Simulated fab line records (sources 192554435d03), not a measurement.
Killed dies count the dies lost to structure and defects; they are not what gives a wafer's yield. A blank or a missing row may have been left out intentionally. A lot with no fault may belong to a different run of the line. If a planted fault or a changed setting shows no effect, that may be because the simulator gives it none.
Matching of chambers / flow n5 finfet / 4 sister chambers for N5_BEOL_M3_ETCH_63 on rie diel-04
The step etches SiARC in CF4, target depth 15.6 nm, time 26 s. 4 wafers are shown with their chamber, then 7 later ones without.

== WAFERS PAIRED WITH THEIR CHAMBERS ==
wafer=L075.5; chamber=2; drypump motor current A (A)=4.8
wafer=L082.2; chamber=1; drypump motor current A (A)=5.6
wafer=L089.2; chamber=0; drypump motor current A (A)=5.3
wafer=L089.3; chamber=3; drypump motor current A (A)=6.4

== WAFERS WITHOUT THEIR CHAMBER ==
wafer=L089.6; drypump motor current A (A)=4.7
wafer=L094.2; drypump motor current A (A)=6.4
wafer=L094.3; drypump motor current A (A)=5.3
wafer=L094.5; drypump motor current A (A)=4.8
wafer=L096.1; drypump motor current A (A)=5.2
wafer=L096.3; drypump motor current A (A)=5.6
wafer=L096.5; drypump motor current A (A)=5.6

== WHICH CHAMBER EACH ONE RAN IN ==
wafer=L089.6; from the rows above=2; in truth=2
wafer=L094.2; from the rows above=3; in truth=3
wafer=L094.3; from the rows above=0; in truth=0
wafer=L094.5; from the rows above=2; in truth=2
wafer=L096.1; from the rows above=0; in truth=0
wafer=L096.3; from the rows above=1; in truth=1
wafer=L096.5; from the rows above=1; in truth=1
7 of 7 placed correctly. Number that these rows cannot place: 0. Placed wrongly: 0.
How it was worked out, from the rows above alone: a wafer's distance from a chamber is the root of the sum, over the readings, of the square of ((its reading less the chamber's mean) divided by the reading's scatter). If the next closest chamber is less than 2 further off than the closest, the wafer can't be placed; otherwise it belongs to the closest. A chamber's mean is the mean of its shown wafers. The scatter (one wafer shown for each chamber): square how far every hidden wafer sits from the nearest shown wafer, average those squares and take the square root.
